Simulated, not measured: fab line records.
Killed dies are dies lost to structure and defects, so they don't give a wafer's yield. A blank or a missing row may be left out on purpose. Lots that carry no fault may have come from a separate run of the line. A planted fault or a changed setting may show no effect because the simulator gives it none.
Matching of chambers	flow n5_finfet	4 sister chambers for N5_FIN_SAQP_ETCH_69 on rie_diel-01
The step etches SOC in N2/H2, stops on SiNx, target depth 150 nm. 18 wafers are shown with their chamber, then 9 later ones without.

== WAFERS PAIRED WITH THEIR CHAMBERS ==
wafer	chamber	drypump_motor_current_A (A)	showerhead_plenum_p_Torr (Torr)	throttle_valve_pct (%)
L074.2	1	5.3	2.62	17.94
L074.3	1	5.3	2.62	17.94
L074.6	0	5.1	2.58	17.70
L076.1	1	5.4	2.62	17.93
L076.2	0	5.1	2.58	17.71
L076.5	0	5.1	2.58	17.71
L078.2	3	6.1	2.61	17.63
L078.5	0	5.1	2.58	17.73
L078.6	3	6.1	2.61	17.64
L079.2	3	6.1	2.61	17.62
L079.3	2	5.3	2.46	18.07
L079.4	1	5.3	2.62	17.96
L084.1	2	5.3	2.46	18.09
L084.3	3	6.1	2.60	17.64
L084.5	3	6.1	2.60	17.67
L087.1	1	5.3	2.61	17.98
L087.5	1	5.3	2.61	17.98
L087.6	0	5.1	2.57	17.76

SIGNATURES, as means of the wafers listed above
reading	chamber 0	chamber 1	chamber 2	chamber 3	scatter within a chamber
drypump_motor_current_A	5.100	5.317	5.300	6.100	0.0244
showerhead_plenum_p_Torr	2.5780	2.6167	2.4600	2.6060	0.00488
throttle_valve_pct	17.7220	17.9550	18.0800	17.6400	0.0211
Rule: a wafer's distance from a chamber is the root of the sum, over the readings, of the square of ((its reading less the chamber's mean) divided by the reading's scatter). If the next closest chamber is less than 2 further off than the closest, the wafer can't be placed; otherwise it belongs to the closest. The scatter: the root of (the sum of the squares of (reading less its chamber's mean) over the shown wafers, divided by (wafers less chambers)).

== WAFERS WITH NO CHAMBER GIVEN ==
wafer	drypump_motor_current_A (A)	showerhead_plenum_p_Torr (Torr)	throttle_valve_pct (%)
L088.1	5.3	2.46	18.10
L088.2	5.1	2.57	17.75
L088.4	5.3	2.46	18.09
L092.3	5.3	2.45	18.12
L092.5	5.3	2.45	18.12
L092.6	6.1	2.60	17.67
L097.1	5.2	2.45	18.13
L097.4	6.1	2.59	17.69
L097.6	6.1	2.59	17.69

== WHICH CHAMBER EACH WENT THROUGH ==
wafer	from the rows above	in truth
L088.1	2	2
L088.2	0	0
L088.4	2	2
L092.3	2	2
L092.5	2	2
L092.6	3	3
L097.1	2	2
L097.4	3	3
L097.6	3	3
Correctly placed: 9 of 9. From these rows, 0 cannot be placed. Placed wrongly: 0.
